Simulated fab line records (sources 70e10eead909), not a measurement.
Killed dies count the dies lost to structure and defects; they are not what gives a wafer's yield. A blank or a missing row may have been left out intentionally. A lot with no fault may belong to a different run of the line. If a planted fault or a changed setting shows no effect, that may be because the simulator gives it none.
Chamber matching -- flow nandHarc -- rieDiel-04 running NHARC_A_SGD_CUT_DESCUM_14: 4 sister chambers
The step chemistry O2, time 3 s. 4 wafers are shown with their chamber, then 8 later ones without.

## WAFERS WITH THEIR CHAMBER
wafer,chamber,drypumpMotorCurrentA (A)
L081.3,2,4.8
L081.4,0,5.4
L081.6,3,5.6
L085.2,1,6.1

## WAFERS WHOSE CHAMBER IS MISSING
wafer,drypumpMotorCurrentA (A)
L085.3,4.9
L085.6,5.4
L089.1,5.5
L089.3,5.6
L089.4,4.8
L093.1,5.5
L093.3,6.0
L093.4,5.6

## CHAMBER TAKEN BY EACH
wafer,from the rows above,in truth
L085.3,2,2
L085.6,0,0
L089.1,can't be placed: 0 or 3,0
L089.3,3,3
L089.4,2,2
L093.1,can't be placed: 0 or 3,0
L093.3,1,1
L093.4,3,3
Correct placement for 6 of the 8. These rows do not allow placing 2 (true chamber among the candidates in 2). Placed wrongly: 0.
How it was worked out, from the rows above alone: a wafer's distance from a chamber is the root of the sum, over the readings, of the square of ((its reading less the chamber's mean) divided by the reading's scatter). If the next closest chamber is less than 2 further off than the closest, the wafer can't be placed; otherwise it belongs to the closest. For every chamber, the mean is computed from those of its wafers that are shown. The scatter: with one shown wafer a chamber, the root of the mean of the squares of how far each hidden wafer lies from its nearest shown one.
